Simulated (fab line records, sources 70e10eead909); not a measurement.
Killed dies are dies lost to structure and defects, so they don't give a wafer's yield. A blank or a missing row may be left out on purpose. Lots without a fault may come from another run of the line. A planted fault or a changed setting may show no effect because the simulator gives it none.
Chamber matching | flow nand_harc | NHARC_P_M1_DEP_33 on pecvd-02: 3 sister chambers
The step deposits SiCN, target thk 30 nm. 3 wafers are shown with their chamber, then 7 later ones without.

WAFERS WITH THEIR CHAMBER
wafer  | chamber | heater_power_w (W)
L077.5 | 2       | 623
L091.1 | 1       | 463
L091.3 | 0       | 357

WAFERS WITHOUT THEIR CHAMBER
wafer  | heater_power_w (W)
L091.5 | 451
L097.1 | 699
L097.2 | 384
L097.3 | 508
L096.1 | 387
L096.4 | 427
L096.5 | 399

WHICH CHAMBER EACH WENT THROUGH
wafer  | from the rows above     | in truth
L091.5 | can't be placed: 1 or 0 | 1
L097.1 | 2                       | 2
L097.2 | can't be placed: 0 or 1 | 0
L097.3 | can't be placed: 1 or 2 | 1
L096.1 | can't be placed: 0 or 1 | 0
L096.4 | can't be placed: 1 or 0 | 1
L096.5 | can't be placed: 0 or 1 | 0
Placed correctly: 1 of 7. Can't be placed from these rows: 6 (the true chamber is among the candidates in 6). Placed wrongly: 0.
How it was worked out, from the rows above alone: a wafer's distance from a chamber is the root of the sum, over the readings, of the square of ((its reading less the chamber's mean) divided by the reading's scatter). The wafer belongs to the nearest chamber; if the next one is less than 2 further off, it can't be placed. A chamber's mean is the mean of its shown wafers. The scatter: with one shown wafer a chamber, the root of the mean of the squares of how far each hidden wafer lies from its nearest shown one.
